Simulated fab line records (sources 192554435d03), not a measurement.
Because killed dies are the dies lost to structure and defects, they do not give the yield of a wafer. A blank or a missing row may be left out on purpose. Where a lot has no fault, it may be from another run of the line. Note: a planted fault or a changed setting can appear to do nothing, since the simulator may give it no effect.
Matching of chambers | flow n5 finfet | rie diel-03 running N5_BEOL_M3_ETCH_77: 4 sister chambers
The step etches underlayer in N2/H2, target depth 6.5 nm, time 5.2 s. 18 wafers are shown with their chamber, then 9 later ones without.

== EACH WAFER AND ITS CHAMBER ==
wafer  | chamber | showerhead plenum p Torr (Torr) | drypump motor current A (A) | throttle valve pct (%)
L075.1 | 1       | 2.65                            | 6.0                         | 17.86
L075.4 | 0       | 2.56                            | 6.7                         | 18.03
L075.6 | 0       | 2.56                            | 6.7                         | 18.00
L076.2 | 0       | 2.56                            | 6.7                         | 18.03
L076.3 | 3       | 2.64                            | 5.9                         | 18.08
L076.4 | 1       | 2.65                            | 6.1                         | 17.89
L081.2 | 0       | 2.56                            | 6.7                         | 18.03
L081.3 | 2       | 2.49                            | 4.9                         | 17.54
L081.4 | 3       | 2.64                            | 5.9                         | 18.06
L082.1 | 0       | 2.56                            | 6.7                         | 18.02
L082.4 | 3       | 2.64                            | 5.9                         | 18.07
L082.5 | 2       | 2.49                            | 4.9                         | 17.54
L091.3 | 0       | 2.55                            | 6.8                         | 18.09
L091.4 | 3       | 2.63                            | 5.9                         | 18.13
L091.5 | 0       | 2.55                            | 6.7                         | 18.06
L092.1 | 0       | 2.55                            | 6.7                         | 18.07
L092.2 | 3       | 2.63                            | 6.0                         | 18.11
L092.5 | 0       | 2.55                            | 6.7                         | 18.06

SIGNATURES (means of the wafers above)
reading                  | chamber 0 | chamber 1 | chamber 2 | chamber 3 | scatter within a chamber
showerhead plenum p Torr | 2.5556    | 2.6500    | 2.4900    | 2.6360    | 0.00494
drypump motor current A  | 6.711     | 6.050     | 4.900     | 5.920     | 0.0395
throttle valve pct       | 18.0433   | 17.8750   | 17.5400   | 18.0900   | 0.0271
Rule: a wafer lies at a distance from a chamber equal to the root of the sum of squares, over the readings, of (its reading less the chamber's mean, divided by the reading's scatter). The wafer belongs to the nearest chamber; if the next one is less than 2 further off, it can't be placed. How the scatter is found: for the shown wafers, subtract from each reading the mean of its chamber, square and add these, divide the total by (wafers less chambers), then take the root.

== WAFERS WITH NO CHAMBER GIVEN ==
wafer  | showerhead plenum p Torr (Torr) | drypump motor current A (A) | throttle valve pct (%)
L093.3 | 2.63                            | 5.9                         | 18.12
L093.4 | 2.63                            | 6.1                         | 17.97
L093.6 | 2.63                            | 6.1                         | 17.96
L095.1 | 2.55                            | 6.7                         | 18.07
L095.4 | 2.63                            | 6.1                         | 17.97
L095.6 | 2.63                            | 6.0                         | 17.96
L097.1 | 2.63                            | 6.0                         | 18.13
L097.2 | 2.63                            | 6.1                         | 17.97
L097.5 | 2.48                            | 4.9                         | 17.59

== EACH ONE'S CHAMBER ==
wafer  | from the rows above     | in truth
L093.3 | 3                       | 3
L093.4 | can't be placed: 1 or 3 | 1
L093.6 | can't be placed: 1 or 3 | 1
L095.1 | 0                       | 0
L095.4 | can't be placed: 1 or 3 | 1
L095.6 | can't be placed: 1 or 3 | 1
L097.1 | 3                       | 3
L097.2 | can't be placed: 1 or 3 | 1
L097.5 | 2                       | 2
Correctly placed: 4 of 9. Unplaceable from these rows: 5, with the true chamber sitting among the candidates in 5. Wrongly placed: 0.
